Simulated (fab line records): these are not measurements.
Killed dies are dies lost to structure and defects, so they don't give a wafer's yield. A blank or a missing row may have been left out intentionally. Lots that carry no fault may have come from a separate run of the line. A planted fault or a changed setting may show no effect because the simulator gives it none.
The same fault as seen by 2 desks | flow n5_finfet | what lay behind the numbers comes last; until then each desk has only its own

== AT THE METROLOGY DESK ==
What the gauges read for every lot (on any tool): the sampled wafers with a number, averaged. Marked OUT: a lot whose mean sits more than 4 standard deviations from the usual mean, which makes it out of limits; the brackets give that distance. 7 of its 11 readings are shown: the first one out of limits and those lying furthest out on some lot.
Columns: A = thk_nm at N5_FIN_SAQP_THK_MEAS_07, usual 60.2 nm; B = DIBL_N at N5_BEOL_M4_RC_MEAS_101, usual 35.9 mV/V; C = DIBL_P at N5_BEOL_M4_RC_MEAS_101, usual 35.9 mV/V; D = IOFF_N at N5_BEOL_M4_RC_MEAS_101, usual 0.155 nA/um; E = IOFF_P at N5_BEOL_M4_RC_MEAS_101, usual 0.201 nA/um; F = ION_P at N5_BEOL_M4_RC_MEAS_101, usual 460 uA/um; G = VT_N at N5_BEOL_M4_RC_MEAS_101, usual 250.0 mV
lot  | first seen here | A              | B    | C    | D     | E     | F   | G
L448 | day 2 05:01     | 60.0           | 34.8 | 34.0 | 0.132 | 0.193 | 457 | 254.1
L453 | day 3 10:28     | 59.7           | 35.1 | 36.5 | 0.146 | 0.176 | 456 | 251.1
L454 | day 3 15:43     | 60.6           | 34.4 | 34.1 | 0.133 | 0.150 | 448 | 251.7
L463 | day 5 21:03     | 45.8 (-24) OUT | 38.2 | 36.3 | 0.160 | 0.207 | 458 | 249.1
L464 | day 6 03:43     | 50.7 (-16) OUT | 35.7 | 35.1 | 0.138 | 0.184 | 459 | 252.8
L467 | day 6 22:25     | 59.8           | 38.4 | 39.1 | 0.198 | 0.247 | 465 | 245.2
L468 | day 7 04:49     | 60.0           | 36.2 | 38.3 | 0.208 | 0.246 | 465 | 243.9
L469 | day 7 10:32     | 60.2           | 36.0 | 35.3 | 0.148 | 0.183 | 455 | 250.5
This desk's finding: out of limits on L463, L464; first on L463, day 5 21:03 (thk_nm at N5_FIN_SAQP_THK_MEAS_07). Within limits: L448, L453, L454, L467, L468, L469.

== AT THE TOOL OWNER'S DESK: pecvd-03 ==
The tool's own readings at N5_FIN_SAQP_PECVD_06 (deposits a-Si from SiH4/He, target thk 60 nm, time 48.1 s): means of the sampled wafers that have a number, for each lot that ran on this tool. Marked OUT: a lot whose mean sits more than 4 standard deviations from the usual mean, which makes it out of limits; the brackets give that distance.
Columns: A = heater_power_outer_w at N5_FIN_SAQP_PECVD_06, usual 532 W; B = heater_power_w at N5_FIN_SAQP_PECVD_06, usual 869 W; C = rf_fwd_power_W at N5_FIN_SAQP_PECVD_06, usual 99.3 W; D = showerhead_plenum_p_Torr at N5_FIN_SAQP_PECVD_06, usual 5.673 Torr; E = throttle_valve_pct at N5_FIN_SAQP_PECVD_06, usual 18.2 %
lot  | first seen here | A   | B   | C    | D     | E
L448 | day 2 04:56     | 412 | 690 | 99.4 | 5.676 | 19.8
L454 | day 3 15:38     | 519 | 829 | 99.4 | 5.674 | 19.2
L463 | day 5 20:59     | 578 | 894 | 99.8 | 5.675 | 19.1
L464 | day 6 03:38     | 514 | 819 | 99.4 | 5.677 | 19.2
This desk's verdict: no lot among the 4 shows anything out of limits.

== TAKEN TOGETHER ==
At day 5 21:03 the metrology desk could have sounded an alarm, on L463, L464.
The desk of the tool owner found nothing out of limits.
Tool owner's desk: L463, L464 on record, inside its limits.
The lots listed all ran N5_FIN_SAQP_PECVD_06 on pecvd-03.

== WHAT THE SIMULATOR HAD PUT IN ==
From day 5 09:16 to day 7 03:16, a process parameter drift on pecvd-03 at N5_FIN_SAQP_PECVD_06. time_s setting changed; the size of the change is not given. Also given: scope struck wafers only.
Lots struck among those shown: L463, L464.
Delay in hours, fault start to first out-of-limits reading, per desk: metrology desk 12.
